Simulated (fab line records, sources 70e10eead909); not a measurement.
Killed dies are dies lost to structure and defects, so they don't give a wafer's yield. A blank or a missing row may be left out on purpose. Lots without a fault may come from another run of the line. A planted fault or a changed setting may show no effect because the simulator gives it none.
Chamber matching | flow nand_harc | NHARC_P_GATE_ETCH_32 on rie_si-01: 4 sister chambers
The step etches the open film in HBr/Cl2, target depth 150 nm, time 100.1 s. 4 wafers are shown with their chamber, then 10 later ones without.

WAFERS WITH THEIR CHAMBER
wafer  | chamber | drypump_motor_current_A (A)
L080.5 | 0       | 5.5
L085.6 | 3       | 5.8
L089.5 | 2       | 5.8
L093.5 | 1       | 5.9

WAFERS WITHOUT THEIR CHAMBER
wafer  | drypump_motor_current_A (A)
L093.6 | 5.8
L094.2 | 5.8
L094.4 | 5.9
L094.6 | 5.8
L096.2 | 5.5
L096.3 | 5.9
L096.5 | 5.5
L097.2 | 6.0
L097.3 | 5.9
L097.5 | 5.9

WHICH CHAMBER EACH WENT THROUGH
wafer  | from the rows above     | in truth
L093.6 | can't be placed: 2 or 3 | 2
L094.2 | can't be placed: 2 or 3 | 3
L094.4 | 1                       | 1
L094.6 | can't be placed: 2 or 3 | 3
L096.2 | 0                       | 0
L096.3 | 1                       | 1
L096.5 | 0                       | 0
L097.2 | 1                       | 1
L097.3 | 1                       | 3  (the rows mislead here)
L097.5 | 1                       | 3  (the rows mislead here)
Placed correctly: 5 of 10. Can't be placed from these rows: 3 (the true chamber is among the candidates in 3). Placed wrongly: 2.
How it was worked out, from the rows above alone: a wafer's distance from a chamber is the root of the sum, over the readings, of the square of ((its reading less the chamber's mean) divided by the reading's scatter). The wafer belongs to the nearest chamber; if the next one is less than 2 further off, it can't be placed. A chamber's mean is the mean of its shown wafers. The scatter: with one shown wafer a chamber, the root of the mean of the squares of how far each hidden wafer lies from its nearest shown one.
